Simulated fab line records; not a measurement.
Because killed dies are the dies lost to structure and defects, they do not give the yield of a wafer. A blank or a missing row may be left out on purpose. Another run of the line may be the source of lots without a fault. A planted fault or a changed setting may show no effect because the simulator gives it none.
Lot-split experiment / flow n5Finfet / 39 wafers read across 7 lots, on a route 1938 steps long

## ABOUT THE SPLIT
At N5_BEOL_M15_TRENCH_ETCH_34 (etches SiO2 in C4F8/O2/Ar, target depth 872.93 nm, time 199 s), the setting targetDepthA was moved away from the recipe's 8729.3 angstrom on 6 of the 39 wafers read, by -52.4% to -36.8%. For the rest of the wafers, this setting stayed at what the recipe calls for.

## FROM THE SPLIT TO THE READING: what the file shows between them, 7 steps
- N5_BEOL_M15_STRIP_36: strips in O2
- N5_BEOL_M15_ECD_47: material Cu, target thk 1860 nm
- N5_BEOL_M15_ANNEAL_48: time 90 s
- N5_BEOL_M15_CMP_49: polishes, stops on SiO2, t overpolish 4.9 s, target thk 850 nm
- N5_BEOL_M15_THK_MEAS_50: measures by xrf
- N5_BEOL_M15_PRE_CLEAN_52: time 15 s
- N5_BEOL_M15_DEP_53: deposits SiCN from 3MS/NH3, target thk 50 nm, time 17.8 s

## THE READING
M15_RS, in ohm/sq, at N5_BEOL_M15_RS_MEAS_54 (measures by four-point-probe). Typical for fault-free wafers on this fab line: 0.0217 ohm/sq, with standard deviation 0.00034 ohm/sq.

wafer=L074.1; tool, chamber at the split=rieDiel-04, 1; targetDepthA as run, angstrom=8729.3; against the recipe=recipe; M15_RS, ohm/sq=0.0217; against lot-mates on the recipe=-
wafer=L074.2; tool, chamber at the split=rieDiel-04, 2; targetDepthA as run, angstrom=8729.3; against the recipe=recipe; M15_RS, ohm/sq=0.0214; against lot-mates on the recipe=-
wafer=L074.3; tool, chamber at the split=rieDiel-04, 3; targetDepthA as run, angstrom=8729.3; against the recipe=recipe; M15_RS, ohm/sq=0.0209; against lot-mates on the recipe=-
wafer=L074.4; tool, chamber at the split=rieDiel-04, 0; targetDepthA as run, angstrom=8729.3; against the recipe=recipe; M15_RS, ohm/sq=0.0217; against lot-mates on the recipe=-
wafer=L074.5; tool, chamber at the split=rieDiel-04, 3; targetDepthA as run, angstrom=8729.3; against the recipe=recipe; M15_RS, ohm/sq=0.0211; against lot-mates on the recipe=-
wafer=L074.6; tool, chamber at the split=rieDiel-04, 2; targetDepthA as run, angstrom=8729.3; against the recipe=recipe; M15_RS, ohm/sq=0.0214; against lot-mates on the recipe=-
wafer=L077.1; tool, chamber at the split=rieDiel-02, 3; targetDepthA as run, angstrom=8729.3; against the recipe=recipe; M15_RS, ohm/sq=0.0219; against lot-mates on the recipe=-
wafer=L077.2; tool, chamber at the split=rieDiel-02, 1; targetDepthA as run, angstrom=8729.3; against the recipe=recipe; M15_RS, ohm/sq=0.0215; against lot-mates on the recipe=-
wafer=L077.3; tool, chamber at the split=rieDiel-02, 0; targetDepthA as run, angstrom=8729.3; against the recipe=recipe; M15_RS, ohm/sq=0.0217; against lot-mates on the recipe=-
wafer=L077.4; tool, chamber at the split=rieDiel-02, 2; targetDepthA as run, angstrom=8729.3; against the recipe=recipe; M15_RS, ohm/sq=0.0219; against lot-mates on the recipe=-
wafer=L077.5; tool, chamber at the split=rieDiel-02, 1; targetDepthA as run, angstrom=8729.3; against the recipe=recipe; M15_RS, ohm/sq=0.0215; against lot-mates on the recipe=-
wafer=L077.6; tool, chamber at the split=rieDiel-02, 0; targetDepthA as run, angstrom=8729.3; against the recipe=recipe; M15_RS, ohm/sq=0.0220; against lot-mates on the recipe=-
wafer=L081.1; tool, chamber at the split=rieDiel-05, 3; targetDepthA as run, angstrom=8729.3; against the recipe=recipe; M15_RS, ohm/sq=0.0214; against lot-mates on the recipe=-
wafer=L081.2; tool, chamber at the split=rieDiel-05, 0; targetDepthA as run, angstrom=4151; against the recipe=-52.4%; M15_RS, ohm/sq=0.0476; against lot-mates on the recipe=+0.0257
wafer=L081.3; tool, chamber at the split=rieDiel-05, 2; targetDepthA as run, angstrom=8729.3; against the recipe=recipe; M15_RS, ohm/sq=0.0225; against lot-mates on the recipe=-
wafer=L081.4; tool, chamber at the split=rieDiel-05, 3; targetDepthA as run, angstrom=8729.3; against the recipe=recipe; M15_RS, ohm/sq=0.0217; against lot-mates on the recipe=-
wafer=L081.5; tool, chamber at the split=rieDiel-05, 2; targetDepthA as run, angstrom=4151; against the recipe=-52.4%; M15_RS, ohm/sq=0.0497; against lot-mates on the recipe=+0.0278
wafer=L081.6; tool, chamber at the split=rieDiel-05, 0; targetDepthA as run, angstrom=4151; against the recipe=-52.4%; M15_RS, ohm/sq=0.0475; against lot-mates on the recipe=+0.0256
wafer=L080.1; tool, chamber at the split=rieDiel-02, 1; targetDepthA as run, angstrom=8729.3; against the recipe=recipe; M15_RS, ohm/sq=0.0215; against lot-mates on the recipe=-
wafer=L080.2; tool, chamber at the split=rieDiel-02, 0; targetDepthA as run, angstrom=8729.3; against the recipe=recipe; M15_RS, ohm/sq=0.0217; against lot-mates on the recipe=-
wafer=L080.3; tool, chamber at the split=rieDiel-02, 2; targetDepthA as run, angstrom=8729.3; against the recipe=recipe; M15_RS, ohm/sq=0.0221; against lot-mates on the recipe=-
wafer=L080.4; tool, chamber at the split=rieDiel-02, 2; targetDepthA as run, angstrom=8729.3; against the recipe=recipe; M15_RS, ohm/sq=0.0220; against lot-mates on the recipe=-
wafer=L080.5; tool, chamber at the split=rieDiel-02, 1; targetDepthA as run, angstrom=8729.3; against the recipe=recipe; M15_RS, ohm/sq=0.0215; against lot-mates on the recipe=-
wafer=L080.6; tool, chamber at the split=rieDiel-02, 0; targetDepthA as run, angstrom=8729.3; against the recipe=recipe; M15_RS, ohm/sq=0.0218; against lot-mates on the recipe=-
wafer=L085.1; tool, chamber at the split=rieDiel-05, 1; targetDepthA as run, angstrom=8729.3; against the recipe=recipe; M15_RS, ohm/sq=0.0215; against lot-mates on the recipe=-
wafer=L085.2; tool, chamber at the split=rieDiel-05, 2; targetDepthA as run, angstrom=8729.3; against the recipe=recipe; M15_RS, ohm/sq=0.0223; against lot-mates on the recipe=-
wafer=L085.3; tool, chamber at the split=rieDiel-05, 3; targetDepthA as run, angstrom=8729.3; against the recipe=recipe; M15_RS, ohm/sq=0.0213; against lot-mates on the recipe=-
wafer=L085.4; tool, chamber at the split=rieDiel-05, 0; targetDepthA as run, angstrom=8729.3; against the recipe=recipe; M15_RS, ohm/sq=0.0214; against lot-mates on the recipe=-
wafer=L085.5; tool, chamber at the split=rieDiel-05, 3; targetDepthA as run, angstrom=8729.3; against the recipe=recipe; M15_RS, ohm/sq=0.0212; against lot-mates on the recipe=-
wafer=L085.6; tool, chamber at the split=rieDiel-05, 2; targetDepthA as run, angstrom=8729.3; against the recipe=recipe; M15_RS, ohm/sq=0.0222; against lot-mates on the recipe=-
wafer=L095.2; tool, chamber at the split=rieDiel-04, 3; targetDepthA as run, angstrom=8729.3; against the recipe=recipe; M15_RS, ohm/sq=0.0212; against lot-mates on the recipe=-
wafer=L095.3; tool, chamber at the split=rieDiel-04, 0; targetDepthA as run, angstrom=8729.3; against the recipe=recipe; M15_RS, ohm/sq=0.0222; against lot-mates on the recipe=-
wafer=L095.6; tool, chamber at the split=rieDiel-04, 0; targetDepthA as run, angstrom=8729.3; against the recipe=recipe; M15_RS, ohm/sq=0.0221; against lot-mates on the recipe=-
wafer=L097.1; tool, chamber at the split=rieDiel-05, 0; targetDepthA as run, angstrom=5517; against the recipe=-36.8%; M15_RS, ohm/sq=0.0343; against lot-mates on the recipe=+0.0130
wafer=L097.2; tool, chamber at the split=rieDiel-05, 1; targetDepthA as run, angstrom=8729.3; against the recipe=recipe; M15_RS, ohm/sq=0.0213; against lot-mates on the recipe=-
wafer=L097.3; tool, chamber at the split=rieDiel-05, 3; targetDepthA as run, angstrom=8729.3; against the recipe=recipe; M15_RS, ohm/sq=0.0214; against lot-mates on the recipe=-
wafer=L097.4; tool, chamber at the split=rieDiel-05, 1; targetDepthA as run, angstrom=5517; against the recipe=-36.8%; M15_RS, ohm/sq=0.0345; against lot-mates on the recipe=+0.0132
wafer=L097.5; tool, chamber at the split=rieDiel-05, 0; targetDepthA as run, angstrom=8729.3; against the recipe=recipe; M15_RS, ohm/sq=0.0211; against lot-mates on the recipe=-
wafer=L097.6; tool, chamber at the split=rieDiel-05, 3; targetDepthA as run, angstrom=5517; against the recipe=-36.8%; M15_RS, ohm/sq=0.0350; against lot-mates on the recipe=+0.0137

THE FIT
A straight line over all 39 wafers: M15_RS changes by -0.000459 ohm/sq for each +1% of targetDepthA; r = -0.98; the points scatter about the line by 0.0014 ohm/sq.
The same after taking each lot's own level away (the mean of its wafers on the recipe; 39 wafers): -0.000459 ohm/sq for each +1%; r = -0.99; scatter 0.0013 ohm/sq.
That fit puts the effect of the largest move of targetDepthA on the reading at 0.024 ohm/sq.
Across the lots, their own levels run from 0.02127 to 0.02187 ohm/sq, a range of 1.8 times the standard deviation given above.
Consequently the slope shifts little with the lot-to-lot level, the two slopes agreeing.
Check: for one of the wafers moved furthest among these (-52.4%), held out of the fit, the line's prediction against its lot-mates is +0.0235 ohm/sq. Against them it came out at +0.0257 ohm/sq.

## THE OTHER SPLITS THESE WAFERS WENT THROUGH
Before the reading, these wafers also passed through other splits. Each is held against what the fit with the lots' levels taken away leaves over:
other split on the same wafers=N5_BEOL_M11_ILD_DEP_00 targetThkA; wafers away from the commonest value=12; r with M15_RS (lot level and that fit taken away)=+0.08

## THE WHOLE CHAIN: every reading that the file lists as answering this split, in the file's order
step=N5_BEOL_M15_TRENCH_ETCH_34; what it does=etches SiO2 in C4F8/O2/Ar, target depth 872.93 nm, time 199 s; reading=etch.depthNm (the simulator's own value, which no gauge read); change (the file's fit)=+8.69 nm for each +1% of the setting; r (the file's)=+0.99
step=N5_BEOL_M15_TRENCH_ETCH_34; what it does=etches SiO2 in C4F8/O2/Ar, target depth 872.93 nm, time 199 s; reading=coat_of_BEOL_M15_COAT_22.thkNm (the simulator's own value, which no gauge read); change (the file's fit)=-1.76 nm for each +1% of the setting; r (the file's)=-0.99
step=N5_BEOL_M15_CMP_49; what it does=polishes, stops on SiO2, t overpolish 4.9 s, target thk 850 nm; reading=Cu_of_BEOL_M15_ECD_47.thkNm (the simulator's own value, which no gauge read); change (the file's fit)=+8.69 nm for each +1% of the setting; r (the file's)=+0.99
step=N5_BEOL_M15_THK_MEAS_50; what it does=measures by xrf; reading=M15_THK; change (the file's fit)=+9.02 for each +1% of the setting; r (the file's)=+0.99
step=N5_BEOL_M15_RS_MEAS_54; what it does=measures by four-point-probe; reading=M15_RS; change (the file's fit)=-0.000457 for each +1% of the setting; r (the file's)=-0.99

## FILE'S OWN FIT
M15_RS changes by -0.000457 ohm/sq for each +1% of targetDepthA, r = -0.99.
